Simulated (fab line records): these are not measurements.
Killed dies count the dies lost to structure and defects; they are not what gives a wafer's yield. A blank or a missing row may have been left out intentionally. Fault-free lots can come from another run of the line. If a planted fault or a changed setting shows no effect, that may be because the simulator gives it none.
Matching of chambers | flow n5-finfet | rie-diel-05 running N5_HKMG_FIN_STRIP_57: 4 sister chambers
The step strips in CF4. 16 wafers are shown with their chamber, then 8 later ones without.

## WAFERS PAIRED WITH THEIR CHAMBERS
wafer  | chamber | showerhead-plenum-p-Torr (Torr) | throttle-valve-pct (%) | oes-product-au (a.u.)
L080.1 | 3       | 1.77                            | 13.36                  | 0.85
L080.2 | 0       | 1.84                            | 13.31                  | 0.90
L080.4 | 1       | 1.87                            | 13.83                  | 0.75
L081.3 | 1       | 1.87                            | 13.83                  | 0.74
L081.5 | 2       | 1.83                            | 13.24                  | 0.87
L081.6 | 0       | 1.84                            | 13.32                  | 0.90
L083.1 | 0       | 1.84                            | 13.34                  | 0.88
L083.4 | 1       | 1.87                            | 13.84                  | 0.75
L083.6 | 3       | 1.76                            | 13.37                  | 0.86
L086.1 | 1       | 1.86                            | 13.87                  | 0.74
L086.2 | 0       | 1.84                            | 13.35                  | 0.88
L086.3 | 2       | 1.82                            | 13.29                  | 0.84
L091.1 | 2       | 1.82                            | 13.31                  | 0.83
L091.3 | 0       | 1.84                            | 13.37                  | 0.86
L091.4 | 3       | 1.76                            | 13.39                  | 0.82
L092.2 | 2       | 1.82                            | 13.31                  | 0.83

SIGNATURES, as means of the wafers listed above
reading                  | chamber 0 | chamber 1 | chamber 2 | chamber 3 | scatter within a chamber
showerhead-plenum-p-Torr | 1.8400    | 1.8675    | 1.8225    | 1.7633    | 0.00425
throttle-valve-pct       | 13.3380   | 13.8425   | 13.2875   | 13.3733   | 0.0243
oes-product-au           | 0.8840    | 0.7450    | 0.8425    | 0.8433    | 0.0162
Rule: for a wafer and a chamber, the distance is found by dividing, reading by reading, the gap between the wafer's reading and the chamber's mean by the reading's scatter, squaring, summing and taking the root. The wafer belongs to the nearest chamber; if the next one is less than 2 further off, it can't be placed. The scatter is the square root of a quotient: the sum, over the shown wafers, of each reading's squared deviation from its chamber's mean, divided by wafers minus chambers.

## WAFERS MISSING THEIR CHAMBER
wafer  | showerhead-plenum-p-Torr (Torr) | throttle-valve-pct (%) | oes-product-au (a.u.)
L092.3 | 1.86                            | 13.90                  | 0.72
L092.5 | 1.82                            | 13.31                  | 0.82
L093.1 | 1.86                            | 13.90                  | 0.73
L093.2 | 1.84                            | 13.37                  | 0.85
L093.6 | 1.82                            | 13.32                  | 0.82
L094.2 | 1.86                            | 13.90                  | 0.73
L094.5 | 1.76                            | 13.40                  | 0.82
L094.6 | 1.84                            | 13.38                  | 0.86

## WHICH CHAMBER EACH ONE RAN IN
wafer  | from the rows above | in truth
L092.3 | 1                   | 1
L092.5 | 2                   | 2
L093.1 | 1                   | 1
L093.2 | 0                   | 0
L093.6 | 2                   | 2
L094.2 | 1                   | 1
L094.5 | 3                   | 3
L094.6 | 0                   | 0
Placed correctly: 8 of 8. Number that these rows cannot place: 0. Placed wrongly: 0.
